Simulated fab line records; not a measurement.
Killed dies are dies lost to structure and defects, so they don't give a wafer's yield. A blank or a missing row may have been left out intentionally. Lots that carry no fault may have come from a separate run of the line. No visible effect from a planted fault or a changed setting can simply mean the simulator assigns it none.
What tool caused it?    flow nandHarc    Sampling: 13 lots, 39 wafers, 5 of 1302 route steps

WHAT THE GAUGES READ, wafer by wafer
NHARC_P_M0_INSPECT_11.
lot   measured      on                rawDefectCount
L829  day 6 07:53   defectInspect-02  3 4 4
L831  day 6 18:48   defectInspect-01  3 2 2
L832  day 7 10:47   defectInspect-02  4 3 4
L833  day 7 21:28   defectInspect-02  1 2 2
L835  day 8 16:20   defectInspect-02  3 5 5
L837  day 9 10:29   defectInspect-02  4 4 4
L838  day 9 14:14   defectInspect-01  3 3 0
L839  day 10 09:43  defectInspect-02  11 5 4
L840  day 10 16:09  defectInspect-02  3 11 6
L841  day 10 23:55  defectInspect-02  3 1 3
L848  day 14 02:37  defectInspect-01  6 8 6
L851  day 15 12:07  defectInspect-01  7 6 8
L852  day 15 15:23  defectInspect-01  1 3 6

NHARC_P_M0_THK_MEAS_24: measures by xrf.
lot   measured      on            thkNm (nm)
L829  day 6 10:44   filmMetro-01  115.9 119.4 117.2
L831  day 6 21:44   filmMetro-02  114.8 117.6 118.8
L832  day 7 13:12   filmMetro-01  117.8 116.2 116.1
L833  day 7 23:53   filmMetro-01  117.7 115.4 114.5
L835  day 8 18:44   filmMetro-01  115.8 117.2 119.5
L837  day 9 12:54   filmMetro-01  118.5 116.0 118.2
L838  day 9 16:39   filmMetro-01  115.4 115.9 116.0
L839  day 10 12:14  filmMetro-02  115.5 116.9 117.4
L840  day 10 18:40  filmMetro-01  116.0 118.0 116.0
L841  day 11 02:25  filmMetro-02  116.3 118.0 119.1
L848  day 14 04:59  filmMetro-02  118.2 116.5 114.4
L851  day 15 14:36  filmMetro-02  116.9 119.0 116.9
L852  day 15 17:50  filmMetro-02  116.8 117.9 115.7

NHARC_END_SORT_01.
lot   measured      on         defectLimitedYield (%)  killedAtArray  killedAtOther  killedAtPeriphery  killedDies  killedOpen  killedShort
L829  day 25 05:00  prober-02  96 96 96                24 27 26       0 0 0          1 2 2              25 29 28    3 4 0       1 4 3
L831  day 25 12:48  prober-01  93 92 93                45 49 42       0 1 1          3 3 3              48 53 46    7 4 6       3 5 4
L832  day 25 13:32  prober-02  87 89 91                85 72 62       1 0 1          1 1 1              87 73 64    5 4 0       1 4 0
L833  day 26 01:20  prober-01  89 90 92                72 67 54       0 1 0          1 1 1              73 69 55    3 3 3       2 3 2
L835  day 27 19:41  prober-01  86 86 86                91 88 90       1 1 1          3 4 4              95 93 95    3 3 3       1 3 2
L837  day 27 10:05  prober-01  94 95 94                37 32 32       1 1 4          3 3 2              41 36 38    4 6 2       5 2 2
L838  day 27 19:41  prober-02  91 90 87                58 70 85       2 1 1          3 0 0              63 71 86    5 11 1      4 1 3
L839  day 29 16:10  prober-01  91 92 91                53 47 53       1 2 1          8 6 5              62 55 59    2 3 1       5 1 4
L840  day 30 00:39  prober-02  88 86 88                78 83 77       1 0 0          5 9 3              84 92 80    3 3 4       2 4 3
L841  day 29 16:53  prober-02  87 89 87                83 74 85       0 1 0          2 0 1              85 75 86    4 2 5       3 1 3
L848  day 33 11:44  prober-01  89 91 90                67 56 60       0 0 0          6 4 5              73 60 65    4 2 2       3 2 1
L851  day 34 00:05  prober-02  88 87 87                69 79 81       2 1 0          9 7 7              80 87 88    5 1 3       2 5 4
L852  day 33 05:29  prober-02  88 87 90                74 84 63       1 2 0          4 4 6              79 90 69    5 3 3       2 3 2

TOOL THAT RAN EACH LOT (tool first, then ch and the chambers of the sampled wafers, then the start)
lot   NHARC_P_CONTACT_STRIP_28           NHARC_P_M0_ETCH_15
L829  rieDiel-08 ch 0,2,3, day 6 04:44   rieDiel-05 ch 0,1,2, day 6 08:19
L831  rieDiel-08 ch 1,2,3, day 6 15:41   rieDiel-07 ch 2,3, day 6 19:31
L832  rieDiel-11 ch 0,3, day 7 07:37     rieDiel-07 ch 1,3, day 7 11:03
L833  rieDiel-08 ch 0,1,2, day 7 18:17   rieDiel-06 ch 0,1, day 7 21:43
L835  rieDiel-02 ch 1,2, day 8 13:07     rieDiel-06 ch 1,2, day 8 16:34
L837  rieDiel-11 ch 1,2,3, day 9 06:53   rieDiel-06 ch 1,2,3, day 9 10:44
L838  rieDiel-08 ch 0,1,2, day 9 11:06   rieDiel-07 ch 0,2, day 9 14:29
L839  rieDiel-11 ch 0,3, day 10 06:32    rieDiel-07 ch 2,3, day 10 10:01
L840  rieDiel-08 ch 2,3, day 10 13:09    rieDiel-07 ch 0,2,3, day 10 16:23
L841  rieDiel-08 ch 0,2,3, day 10 20:46  rieDiel-06 ch 0,1, day 11 00:13
L848  rieDiel-02 ch 0,2,3, day 13 23:29  rieDiel-05 ch 2,3, day 14 02:50
L851  rieDiel-02 ch 0,1, day 15 08:57    rieDiel-05 ch 0,2,3, day 15 12:23
L852  rieDiel-11 ch 1,2, day 15 12:12    rieDiel-05 ch 0,1,3, day 15 15:41
- NHARC_P_CONTACT_STRIP_28: strips in O2.
- NHARC_P_M0_ETCH_15: etches the open film in C4F8/Ar, target depth 150 nm, overetch 15 nm, time 82.5 s.

AS READ BY THE TOOLS THEMSELVES (means over the sampled wafers that have a number; for cases with no such wafer, the mark the record gives instead)
NHARC_P_CONTACT_STRIP_28.
lot   tool        drypumpMotorCurrentA (A)  oesProductAu (a.u.)  rfVppV (V)  showerheadPlenumPTorr (Torr)  throttleValvePct (%)
L829  rieDiel-08  5.8                       0.995                58.2        3.67                          17.031
L831  rieDiel-08  5.8                       0.996                57.8        3.63                          17.035
L832  rieDiel-11  5.1                       1.013                58.0        3.40                          17.047
L833  rieDiel-08  5.6                       0.998                58.2        3.54                          17.034
L835  rieDiel-02  5.5                       1.007                58.7        3.68                          17.034
L837  rieDiel-11  5.8                       1.004                58.1        3.50                          17.045
L838  rieDiel-08  5.6                       0.996                58.0        3.54                          17.046
L839  rieDiel-11  5.1                       1.004                57.0        3.37                          17.033
L840  rieDiel-08  6.0                       0.992                57.9        3.78                          17.042
L841  rieDiel-08  5.8                       0.988                58.8        3.67                          17.038
L848  rieDiel-02  5.5                       0.996                57.0        3.52                          17.031
L851  rieDiel-02  5.9                       0.997                58.1        3.46                          17.027
L852  rieDiel-11  6.0                       0.998                58.0        3.54                          17.028

NHARC_P_M0_ETCH_15.
lot   tool        oesProductAu (a.u.)  rfFwdPowerW (W)  rfVppV (V)
L829  rieDiel-05  0.938                597.1            438.9
L831  rieDiel-07  0.924                593.7            441.2
L832  rieDiel-07  0.968                596.3            438.6
L833  rieDiel-06  0.943                594.6            440.4
L835  rieDiel-06  0.972                596.7            441.9
L837  rieDiel-06  0.973                599.2            441.1
L838  rieDiel-07  0.971                596.5            441.6
L839  rieDiel-07  0.937                592.3            440.0
L840  rieDiel-07  0.974                595.1            441.0
L841  rieDiel-06  0.918                595.1            441.6
L848  rieDiel-05  0.919                596.5            443.1
L851  rieDiel-05  1.236                596.2            443.1
L852  rieDiel-05  1.226                596.5            441.2

THE ANSWER, worked out from the rows above alone
Rule: what is usual is taken from the lots themselves. Put in order of their means at a reading, lots are off if they are a third of the lots or fewer, leave a main group of 4 or more, and stand apart from it by a gap of 3 or more times the standard deviation of the main group's means; of several such gaps the widest counts. The tables above print the reading to a certain number of digits; a main group whose means all agree to those digits is not used. A lot without any number at a reading at which 4 lots or more have one is off too. Where the step has rows for the other lots, those lots are counted as sound. The gauges are gone through in route order, then the tools' own readings, and for those a lot's mean is taken as printed above. At the first step where some lot is off, the reading lying furthest off is the one used; lots without a number count as furthest.
Off: L851, L852 (NHARC_P_M0_ETCH_15, oesProductAu). The main group: mean 0.949 a.u., standard deviation 0.022.
A tool fits if, at that step or a process step before it, it ran every lot that is off, and no sound lot after the first of them. One candidate fits, namely rieDiel-05 at NHARC_P_M0_ETCH_15. A fault onset in the window from L848 (day 14 02:50, its last sound lot) to L851 (day 15 12:23, its first lot off) fits.
The tool's own readings at NHARC_P_M0_ETCH_15 bear it out: on the lots that are off they differ by more than 5 times the standard deviation of the sound lots' means. oesProductAu reads 1.231 a.u. there against 0.949 a.u. on the sound lots.

WHAT THE SIMULATOR HAD INSERTED
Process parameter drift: rieDiel-05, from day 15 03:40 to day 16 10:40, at NHARC_P_M0_ETCH_15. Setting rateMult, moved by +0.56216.
Lots struck among those shown: L851, L852. The rule given above showed the same thing.
